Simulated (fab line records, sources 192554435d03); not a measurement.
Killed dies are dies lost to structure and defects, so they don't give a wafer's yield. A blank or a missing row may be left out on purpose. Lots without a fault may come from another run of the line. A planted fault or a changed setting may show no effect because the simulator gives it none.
fab line records | flow n5_finfet
record lots=4 wafers=12 last_day=15
route steps=1938 shown BEOL_M5@1151 PASSIVATION@1936
lots that met no fault: from a run of the same line without faults
start_h: hours from the record's first day to the start of the lot's first wafer shown | wait_h: hours since the lot's step before | " the same as in the row above | L1.1+2: a row that stands for several wafers | - no value, or no start given | * or withheld: withheld | < > ~ a bound
route shown NAME@n: a module of which the file shows steps, and the number in the route of the first | usual: mean/standard deviation of fault-free wafers | same: alike in all rows | chamber/n: place in a boat | sites: the reading at each site | _std_site: their standard deviation | _edge_site: outer sites' mean less inner sites' | radius_mm: how far each site lies from the wafer's centre | mask NAME#n: copy n | behind: the tool/chamber that last shaped the wafer | hold: why the lot was held/for how many hours/how that ended | device: the transistor (n, p or np) that didn't switch | end of line: the same wafers' tests at the end of the route | a step without rows: its recipe alone | killed: dies lost to structure and defects at the first sort, not the wafer's yield | map: a wafer's dies, x killed, . not, _ none there
set.NAME: the setting as run; set.NAME@STEP: as run at that earlier step | model.NAME: the simulator's own value behind a step, which no gauge read
lots at some steps of the route; a table a step, a row a wafer
services: from which hour (start_h, from the record's first day; less than 0 if before it) a tool's chamber was out of use, for how many hours, and why
## steps
# step N5_BEOL_M5_DESCUM_33
# recipe chemistry=O2 time_s=7 source_power_w=50 bias_power_w=20 pressure_mtorr=20 rf_frequency_hz=2.712e+07 temp_c=40 resist=CAR-EUV o2_flow_sccm=225
# step N5_BEOL_M5_ETCH_75
# recipe chemistry=N2/H2 target=underlayer target_depth_a=65 mask_material=CAR-EUV time_s=5.2 ion_energy_ev=200 pressure_mtorr=30 source_w=840 bias_w=150 n2_flow_sccm=200 h2_flow_sccm=200 ends=cleared
# step N5_BEOL_M5_ETCH_67
# recipe chemistry=CF4 target=SiARC target_depth_a=156 mask_material=CAR-EUV time_s=26 ion_energy_ev=80 pressure_mtorr=40 source_w=545 bias_w=36 Ar_flow_sccm=100 cf4_flow_sccm=100 ends=cleared
# step N5_BEOL_M5_ETCH_68
# recipe chemistry=N2/H2 target=SOC target_depth_a=800 overetch_a=160 mask_material=SiARC temp_c=40 time_s=120 ion_energy_ev=200 pressure_mtorr=30 source_w=840 bias_w=150 n2_flow_sccm=200 h2_flow_sccm=200
# step N5_BEOL_M5_STRIP_69
# recipe chemistry=N2/H2 temp_c=40 n2_flow_sccm=200 h2_flow_sccm=200 rf_frequency_hz=6e+07
# step N5_BEOL_M5_STRIP_76
# recipe chemistry=N2/H2 temp_c=40 n2_flow_sccm=200 h2_flow_sccm=200 rf_frequency_hz=6e+07
# step N5_BEOL_M5_VIA_ETCH_34
# recipe chemistry=C4F6/O2 target=SiCOH_lowk target_depth_a=883 mask_material=SOC taper_deg=4 time_s=39.2 ion_energy_ev=250 pressure_mtorr=30 source_w=345 bias_w=185 Ar_flow_sccm=300 C4F6_flow_sccm=10 O2_flow_sccm=10
# step N5_BEOL_M5_STRIP_85
# recipe chemistry=C4F6/O2 resist=SiARC rf_frequency_hz=6e+07
# step N5_BEOL_M5_STRIP_36
# recipe chemistry=N2/H2 power_w=450 temp_c=40 pressure_mtorr=20 rf_frequency_hz=6e+07 overash_fraction=0.3 bias_power_w=7 h2_frac=0.5 n2_flow_sccm=200 h2_flow_sccm=200
# step N5_BEOL_M5_TRENCH_ETCH_37
# recipe chemistry=C4F6/O2 target_depth_a=716.52 target=SiCOH_lowk time_s=24.7 ion_energy_ev=250 pressure_mtorr=30 source_w=345 bias_w=185 Ar_flow_sccm=300 C4F6_flow_sccm=10 O2_flow_sccm=10
# usual O2_flow_sccm=10.002/0.028 chamber_pressure_mTorr=30.002/0.028 drypump_motor_current_A=5.9/0.52 oes_product_au=0.79/0.081 rf_vpp_V=662/20 run_length_s=48.1/0.32 showerhead_plenum_p_Torr=2.85/0.091 throttle_valve_pct=20.84/0.26
# columns lot.wafer tool chamber start_h wait_h O2_flow_sccm chamber_pressure_mTorr drypump_motor_current_A oes_product_au rf_hours_counter_h rf_vpp_V run_length_s showerhead_plenum_p_Torr throttle_valve_pct model.etch.depth_nm model.BEOL_M5.feature_depth_nm
L550.1 rie_diel-02 1 184.85 - 9.983 29.981 5.3 0.75 164 663 48.6 2.84 20.85 71.59 71.6
L550.2 " 3 " " 9.999 29.996 6.0 0.69 180 678 47.9 2.82 21.24 68.32 68.4
L550.6 " 2 " " 9.995 29.951 6.2 0.89 - 651 48.2 3.02 20.70 72.74 72.8
L559.1 rie_diel-02 1 247.44 - 10.039 30.017 5.3 0.74 182 665 48.2 2.84 20.88 71.72 71.8
L559.4 " 3 " " 9.964 29.985 6.0 0.68 199 680 48.3 2.82 21.25 69.1 69
L559.5 " 0 " " 10.007 29.984 5.6 0.91 - 630 50.7 2.90 20.86 77.6 77.6
L560.1 rie_diel-02 1 247.83 - 10.034 30.010 5.4 0.73 182 664 48.2 2.84 20.87 70.95 71
L560.3 " 0 " " 10.012 29.942 5.6 0.90 18 631 50.6 2.90 20.86 77.08 77
L560.6 " 1 " " 10.044 29.995 5.3 0.74 - 662 48.5 2.84 20.88 70.92 71
L563.3 rie_diel-01 0 266.87 - 10.007 30.027 5.1 0.85 64 671 47.9 2.75 20.47 74.24 74.2
L563.4 " 2 " " 10.011 30.009 6.8 0.77 147 673 48.2 2.72 20.45 73.38 73.4
L563.5 " 1 " " 10.059 30.007 6.4 0.83 - 633 48.8 2.91 21.22 70.48 70.4
# step N5_BEOL_M5_ETCH_41
# recipe chemistry=CH3F/O2 target=SiCN target_depth_a=315 taper_deg=2 time_s=56.7 ion_energy_ev=120 mask_material=TiN pressure_mtorr=30 source_w=395 bias_w=75 Ar_flow_sccm=150 CH3F_flow_sccm=30 O2_flow_sccm=20
# step N5_BEOL_M5_STRIP_91
# recipe chemistry=N2/H2 time_s=10 power_w=450 temp_c=40 pressure_mtorr=20 rf_frequency_hz=6e+07 bias_power_w=7 n2_flow_sccm=200 h2_flow_sccm=200
# step N5_BEOL_M5_OCD_MEAS_38
# usual trench_depth_nm=71.0/2
# columns lot.wafer tool chamber start_h wait_h trench_depth_nm
L550.1 ocd-01 - 185.01 - 71.6
L550.2 " - " " 68.6
L550.6 " - " " 73.1
L559.1 ocd-02 - 247.59 - 71.8
L559.4 " - " " 69.4
L559.5 " - " " 77.9
L560.1 ocd-01 - 247.99 - 71.2
L560.3 " - " " 76.6
L560.6 " - " " 70.6
L563.3 ocd-02 - 267.03 - 73.8
L563.4 " - " " 72.8
L563.5 " - " " 70.4
# step N5_BEOL_M5_HM_STRIP_39
# recipe chemistry=peroxide_tin_strip material=TiN target_depth_a=250 temp_c=50 time_s=158
# step N5_BEOL_M5_SRD_40
# recipe time_s=30 temp_c=23 rinse_liquid=diw dry=ipa_marangoni
# step N5_BEOL_M5_PRECLEAN_42
# recipe chemistry=residue_remover time_s=60 temp_c=40
# step N5_BEOL_M5_SRD_43
# recipe time_s=30 temp_c=23 rinse_liquid=diw dry=ipa_marangoni
# step N5_BEOL_M5_CURE_80
# recipe temp_c=370 time_s=120 ambient=DMADMS/He material=SiCOH_lowk
# step N5_BEOL_M5_DEGAS_44
# recipe ambient=vacuum temp_c=250 time_s=60
# step N5_BEOL_M5_PRE_CLEAN_45
# recipe gas=H2/He time_s=30 temp_c=250
# step N5_BEOL_M5_ALD_86
# recipe material=TaN target_thk_a=* temp_c=275 ald_precursor_family=PDMAT ald_co_reactant=NH3 pressure_torr=3 carrier_flow_sccm=1500 pulse_time_s=2 purge_time_s=3 co_reactant_purge_time_s=2 co_reactant_pulse_time_s=3 ald_cycles=30 precursor_vessel_temp_c=75 precursor_vessel_pressure_torr=26.25 precursor_vessel_carrier_sccm=1000
# step N5_BEOL_M5_SURFACE_TREAT_87
# recipe gas=Ar time_s=* ion_energy_ev=* ion_current_ma_cm2=0.5 pressure_mtorr=* ar_flow_sccm=30
# step N5_BEOL_M5_CVD_47
# recipe material=Co target_thk_a=30 temp_c=withheld precursor=CCTBA/H2 pressure_torr=30 time_s=216
# step N5_BEOL_M5_SPUTTER_48
# recipe material=Cu target_thk_a=150 temp_c=-20 chamber_pressure_pa=0.07 power_w=withheld time_s=27.62
# step N5_BEOL_M5_ANNEAL_49
# recipe temp_c=400 time_s=1800 ambient=vacuum
# step N5_BEOL_M5_SPUTTER_81
# recipe material=Cu target_thk_a=150 temp_c=-20 chamber_pressure_pa=0.07 power_w=withheld time_s=27.62
# step N5_BEOL_M5_ANNEAL_82
# recipe temp_c=400 time_s=1800 ambient=vacuum
# step N5_BEOL_M5_SPUTTER_83
# recipe material=Cu target_thk_a=150 temp_c=-20 chamber_pressure_pa=0.07 power_w=withheld time_s=27.62
# step N5_BEOL_M5_ANNEAL_84
# recipe temp_c=400 time_s=1800 ambient=vacuum
# step N5_BEOL_M5_SPUTTER_88
# recipe material=Cu target_thk_a=150 temp_c=-20 chamber_pressure_pa=0.07 power_w=withheld time_s=27.62
# step N5_BEOL_M5_ANNEAL_89
# recipe temp_c=400 time_s=1800 ambient=vacuum
# step N5_BEOL_M5_SPUTTER_90
# recipe material=Cu target_thk_a=45 temp_c=-20 chamber_pressure_pa=0.07 power_w=withheld time_s=8.29
# step N5_BEOL_M5_ECD_50
# recipe material=Cu target_thk_a=3000
# step N5_BEOL_M5_ANNEAL_51
# recipe temp_c=225 time_s=90 ambient=N2
# step N5_BEOL_M5_CMP_52
# recipe stop_on=SiCOH_lowk t_overpolish_s=6.9 down_force_psi=1 platen_rpm=50 clearing_platen_down_force_psi=1.5 clearing_platen_rpm=50 post_cmp_clean=cu_alkaline target_thk_nm=62 clearing_platen_pad_velocity_m_s=0.99484 pad_velocity_m_s=0.99484
# usual barrier_field_endpoint_s=25.2/0.89 motor_current_A=6.1/0.52 overpolish_run_s=6.900/0.0096 time_to_endpoint_s=65/4.9
# columns lot.wafer tool chamber start_h wait_h barrier_field_endpoint_s motor_current_A overpolish_run_s time_to_endpoint_s model.Cu_of_BEOL_M5_ECD_50.thk_nm
L550.1 cmp-04 1 191.12 0.3 25.2 5.9 6.902 66 63
L550.2 " 2 " " 25.0 5.5 6.908 68 60.2
L550.6 " 2 " " 26.1 5.5 6.908 67 64.2
L559.4 cmp-01 1 254.09 0.2 26.3 5.6 6.905 69 61.4
L559.1 " 2 " " 25.2 6.6 6.897 62 61.4
L559.5 " 3 " " 26.9 6.0 6.900 69 72
L560.3 cmp-04 3 254.60 0.2 23.4 6.8 6.889 57 67
L560.1 " 1 " " 24.2 6.2 6.909 64 61.4
L560.6 " 0 " " 24.8 5.9 6.918 69 63.2
L563.3 cmp-01 2 273.05 0.2 24.4 6.3 6.910 60 63.6
L563.4 " 3 " " 26.1 6.0 6.906 74 65.2
L563.5 " 3 " " 26.3 6.1 6.898 70 62
# step N5_BEOL_M5_THK_MEAS_53
# recipe thk_meas_gauge=xrf reads=Cu_of_BEOL_M5_ECD_50
# usual M5_THK=63.1/2.6
# columns lot.wafer tool chamber start_h wait_h M5_THK[nm]
L550.1 film_metro-02 - 191.41 - 63.9
L550.2 " - " " 60.8
L550.6 " - " " 64.9
L559.1 film_metro-01 - 254.31 - 62.7
L559.4 " - " " 62.7
L559.5 " - " " 73.4
L560.1 film_metro-01 - 254.89 - 63.1
L560.3 " - " " 68.9
L560.6 " - " " 64.7
L563.3 film_metro-02 - 273.34 - 64.7
L563.4 " - " " 66.0
L563.5 " - " " 62.8
# step N5_BEOL_M5_PRE_CLEAN_77
# recipe gas=NH3/H2 time_s=15 temp_c=* rf_power_w=300
# step N5_BEOL_M5_CO_CAP_78
# recipe material=Co target_thk_a=20 temp_c=200 precursor=CCTBA/H2 pressure_torr=30 time_s=102.1
# step N5_BEOL_M5_RS_MEAS_57
# recipe thk_meas_gauge=four-point-probe reads=Co_of_BEOL_M5_CO_CAP_78+Cu_of_BEOL_M5_ECD_50+Co_of_BEOL_M5_CVD_47+TaN_of_BEOL_M5_ALD_86
# usual M5_RS=0.389/0.019
# columns lot.wafer tool chamber start_h wait_h M5_RS[ohm/sq]
L550.1 film_metro-01 - 191.67 0.0 0.379
L550.2 " - " " 0.400
L550.6 " - " " 0.371
L559.1 film_metro-02 - 254.60 0.1 0.392
L559.4 " - " " 0.392
L559.5 " - " " 0.324
L560.1 film_metro-01 - 255.16 0.0 0.390
L560.3 " - " " 0.352
L560.6 " - " " 0.379
L563.3 film_metro-01 - 273.60 0.1 0.374
L563.4 " - " " 0.363
L563.5 " - " " 0.386
# step N5_PASSIVATION_PROBE_49
# usual defect_limited_yield=91.3/1.4 killed_at_M0_to_M3=32/9.5 killed_at_M4_up=14/5.2 killed_at_contacts=13/5.7 killed_at_front_end=41/12 killed_at_other=3.5/2.6 killed_dies=103/17 killed_open=68/14 killed_short=32/7 sort_bin_5_function=5.0/0.91 sort_bin_6_memory=3.3/0.7 sort_n_pass=1076/17 sort_yield_pct=91.2/1.4
# same gross_dies=1180 killed_at_back_side=0 sort_bin_4_leakage[%]=0 sort_bin_8_speed[%]=0
# columns lot.wafer tool chamber start_h wait_h defect_limited_yield[%] killed_at_M0_to_M3 killed_at_M4_up killed_at_contacts killed_at_front_end killed_at_other killed_dies killed_open killed_short sort_bin_5_function[%] sort_bin_6_memory[%] sort_n_pass sort_yield_pct[%]
L550.1 prober-01 - 283.56 0.0 89.2 36 23 19 49 1 128 93 30 6.8 3.5 1052 89.2
L550.2 prober-01 - 283.61 0.1 89.8 24 22 23 49 2 120 76 35 5.2 4.0 1060 89.8
L550.6 prober-01 - 283.81 0.3 91.0 35 12 14 36 9 106 61 44 4.7 3.8 1074 91.0
L560.1 prober-01 - 341.68 0.0 90.9 27 14 11 53 2 107 65 36 5.4 2.9 1073 90.9
L560.3 prober-01 - 341.78 0.1 89.3 37 13 16 56 4 126 82 44 6.1 4.4 1054 89.3
L560.6 prober-01 - 341.93 0.3 92.8 30 9 16 24 6 85 61 23 4.4 2.5 1095 92.8
L559.1 prober-01 - 342.37 0.0 90.7 21 11 15 53 10 110 80 28 5.8 3.3 1070 90.7
L559.4 prober-01 - 342.52 0.2 90.4 22 8 13 61 9 113 71 37 5.2 3.6 1067 90.4
L559.5 prober-01 - 342.57 0.2 90.4 16 22 10 59 6 113 72 35 5.4 3.4 1067 90.4
L563.3 prober-01 - 358.83 0.1 91.4 24 6 16 53 3 102 56 45 5.1 3.5 1078 91.4
L563.4 prober-01 - 358.88 0.2 91.7 15 21 12 50 0 98 64 34 4.3 3.7 1082 91.7
L563.5 prober-01 - 358.93 0.2 92.0 31 18 13 31 1 94 59 33 4.5 3.0 1086 92.0
# killed by level:class
L550.1 FIN_SAQP:geometric_particle:open=22 MOL_CONTACT_COAG:geometric_particle:open=16 BEOL_M4:geometric_particle:open=13 BEOL_M0_SAQP:geometric_particle:short=8 BEOL_M0:geometric_particle:open=6 BEOL_M0_SAQP:geometric_particle:open=6 STI_FIN_REVEAL:geometric_particle:open=5 STARTING-WAFER:geometric_particle:open=4
L550.2 MOL_CONTACT_COAG:geometric_particle:open=21 STI_FIN_REVEAL:geometric_particle:open=9 BEOL_M4:geometric_particle:open=9 FIN_SAQP:geometric_particle:open=8 BEOL_M4:geometric_particle:short=8 HKMG_FIN:area_etch=8 STI_FIN_REVEAL:geometric_particle:short=6 BEOL_M2:geometric_particle:open=5
L550.6 FIN_SAQP:geometric_particle:open=13 BEOL_M0_SAQP:geometric_particle:short=13 MOL_CONTACT_COAG:geometric_particle:open=10 BEOL_M0_SAQP:geometric_particle:open=10 BEOL_M4:geometric_particle:open=6 BEOL_M3:geometric_particle:open=6 MIM_TOP:geometric_particle:short=5 STI_FIN_REVEAL:geometric_particle:open=4
L560.1 FIN_SAQP:geometric_particle:open=14 MOL_CONTACT_COAG:geometric_particle:open=10 BEOL_M0:geometric_particle:open=10 GATE_CUT:geometric_particle:short=9 BEOL_M1:geometric_particle:open=8 FIN_SAQP:geometric_particle:short=8 BEOL_M4:geometric_particle:open=7 HKMG_FIN:area_etch=6
L560.3 FIN_SAQP:geometric_particle:open=18 MOL_CONTACT_COAG:geometric_particle:open=12 FIN_SAQP:geometric_particle:short=9 GATE_CUT:geometric_particle:short=9 BEOL_M1:geometric_particle:open=9 BEOL_M0_SAQP:geometric_particle:open=6 BEOL_M3:geometric_particle:open=5 BEOL_M4:geometric_particle:open=5
L560.6 MOL_CONTACT_COAG:geometric_particle:open=16 BEOL_M2:geometric_particle:open=7 FIN_SAQP:geometric_particle:open=6 GATE_CUT:geometric_particle:short=5 BEOL_M0_SAQP:geometric_particle:short=5 BEOL_M1:geometric_particle:open=5 DUMMY_GATE:geometric_particle:open=3 BEOL_M0:geometric_particle:open=3
L559.1 STI_FIN_REVEAL:geometric_particle:open=13 MOL_CONTACT_COAG:geometric_particle:open=13 FIN_SAQP:geometric_particle:open=10 FIN_SAQP:geometric_particle:short=6 BEOL_M0_SAQP:geometric_particle:open=5 BEOL_M4:geometric_particle:open=5 ILD0:geometric_particle:open=4 GATE_CUT:geometric_particle:short=4
L559.4 STI_FIN_REVEAL:geometric_particle:open=20 MOL_CONTACT_COAG:geometric_particle:open=10 FIN_SAQP:geometric_particle:open=9 STI_FIN_REVEAL:geometric_particle:short=7 BEOL_M2:geometric_particle:open=7 ILD0:geometric_particle:short=5 FIN_SAQP:geometric_particle:short=4 BEOL_M0:geometric_particle:open=4
L559.5 FIN_SAQP:geometric_particle:open=14 GATE_CUT:geometric_particle:short=10 BEOL_M4:geometric_particle:open=9 MOL_CONTACT_COAG:geometric_particle:open=8 STI_FIN_REVEAL:geometric_particle:open=7 FIN_SAQP:geometric_particle:short=6 HKMG_FIN:area_etch=6 BEOL_M5:geometric_particle:open=4
L563.3 MOL_CONTACT_COAG:geometric_particle:open=11 FIN_SAQP:geometric_particle:short=10 GATE_CUT:geometric_particle:short=9 FIN_SAQP:geometric_particle:open=7 ILD0:geometric_particle:open=6 MOL_CONTACT_COAG:geometric_particle:short=5 BEOL_M0_SAQP:geometric_particle:short=5 BEOL_M2:geometric_particle:open=5
L563.4 FIN_SAQP:geometric_particle:open=12 STI_FIN_REVEAL:geometric_particle:open=10 MOL_CONTACT_COAG:geometric_particle:open=8 FIN_SAQP:geometric_particle:short=6 DUMMY_GATE:geometric_particle:open=6 BEOL_M0_SAQP:geometric_particle:open=6 DUMMY_GATE:geometric_particle:short=5 BEOL_M0_SAQP:geometric_particle:short=5
L563.5 MOL_CONTACT_COAG:geometric_particle:open=11 BEOL_M3:geometric_particle:open=7 BEOL_M4:geometric_particle:short=7 FIN_SAQP:geometric_particle:open=6 BEOL_M0_SAQP:geometric_particle:open=6 BEOL_M0_SAQP:geometric_particle:short=6 BEOL_M4:geometric_particle:open=5 DUMMY_GATE:geometric_particle:open=4
## services
# columns tool chamber start_h hours kind
rie_diel-01 3 165.35 3.0 repair
rie_diel-02 0 172.64 - clean
rie_diel-02 0 172.64 - consumable_replace:focus_ring
rie_diel-02 0 172.64 14.3 scheduled_down
rie_diel-02 0 172.64 14.3 vent_cycle
cmp-04 - 172.72 1.8 repair
rie_diel-01 2 220.07 16.1 repair
cmp-04 - 256.08 18.7 pm
cmp-01 - 258.31 4.0 pm
cmp-01 - 262.31 - consumable_replace:conditioner
cmp-01 - 262.31 - consumable_replace:pad
rie_diel-02 0 264.59 16.2 repair
rie_diel-02 - 271.50 14.6 pm
## key
first_sign step=N5_BEOL_M5_TRENCH_ETCH_37 reading=run_length_s direction=up sigmas=7.9 usual=* struck=*
effect step=N5_BEOL_M5_OCD_MEAS_38 reading=trench_depth_nm direction=up sigmas=3.2 usual=71.0 struck=77.3
effect step=N5_BEOL_M5_THK_MEAS_53 reading=M5_THK direction=up sigmas=3.1 usual=63.1 struck=71.1
effect step=N5_BEOL_M5_RS_MEAS_57 reading=M5_RS direction=down sigmas=2.6 usual=0.389 struck=0.338
model_effect step=N5_BEOL_M5_TRENCH_ETCH_37 value=etch.depth_nm without=69.76 struck=77.34
model_effect step=N5_BEOL_M5_CMP_52 value=Cu_of_BEOL_M5_ECD_50.thk_nm without=62 struck=69.5
met_at N5_BEOL_M5_TRENCH_ETCH_37
struck_wafers L559.5,L560.3
fault kind=process_parameter_drift tool=rie_diel-02 chamber=0 onset_h=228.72 steps=N5_BEOL_M5_TRENCH_ETCH_37 channel=time_s offset=* shape=step end_h=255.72 acts_in=* stated=*
